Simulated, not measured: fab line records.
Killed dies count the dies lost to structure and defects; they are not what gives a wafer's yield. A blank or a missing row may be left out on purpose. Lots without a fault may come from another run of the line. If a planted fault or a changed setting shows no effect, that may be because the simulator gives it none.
Chamber matching | flow nandHarc | rieDiel-09 running NHARC_P_M0_ETCH_34: 4 sister chambers
The step etches the open film in N2/H2, target depth 40 nm, overetch 12 nm, time 43.94 s. 8 wafers are shown with their chamber, then 10 later ones without.

WAFERS PAIRED WITH THEIR CHAMBERS
wafer  | chamber | showerheadPlenumPTorr (Torr) | rfVppV (V)
L965.5 | 0       | 1.95                         | 428.8
L969.1 | 0       | 1.95                         | 427.4
L969.6 | 2       | 2.09                         | 431.8
L977.4 | 2       | 2.08                         | 431.2
L978.3 | 1       | 2.16                         | 434.3
L978.6 | 3       | 1.89                         | 427.0
L981.2 | 3       | 1.89                         | 427.2
L981.3 | 1       | 2.16                         | 431.4

WAFERS WHOSE CHAMBER IS MISSING
wafer  | showerheadPlenumPTorr (Torr) | rfVppV (V)
L981.5 | 1.89                         | 427.8
L980.1 | 2.16                         | 434.1
L980.4 | 1.94                         | 427.0
L980.6 | 1.89                         | 427.9
L982.3 | 1.89                         | 427.5
L982.4 | 2.08                         | 432.7
L982.5 | 1.89                         | 426.3
L983.1 | 2.16                         | 435.4
L983.2 | 1.89                         | 426.0
L983.3 | 2.08                         | 431.8

WHICH CHAMBER EACH WENT THROUGH
wafer  | from the rows above | in truth
L981.5 | 3                   | 3
L980.1 | 1                   | 1
L980.4 | 0                   | 0
L980.6 | 3                   | 3
L982.3 | 3                   | 3
L982.4 | 2                   | 2
L982.5 | 3                   | 3
L983.1 | 1                   | 1
L983.2 | 3                   | 3
L983.3 | 2                   | 2
Correct placement for 10 of the 10. Can't be placed from these rows: 0. Wrongly placed: 0.
How it was worked out, from the rows above alone: a wafer's distance from a chamber is the root of the sum, over the readings, of the square of ((its reading less the chamber's mean) divided by the reading's scatter). If the next closest chamber is less than 2 further off than the closest, the wafer can't be placed; otherwise it belongs to the closest. A chamber's mean is the mean of its shown wafers. The scatter: the root of (the sum of the squares of (reading less its chamber's mean) over the shown wafers, divided by (wafers less chambers)).
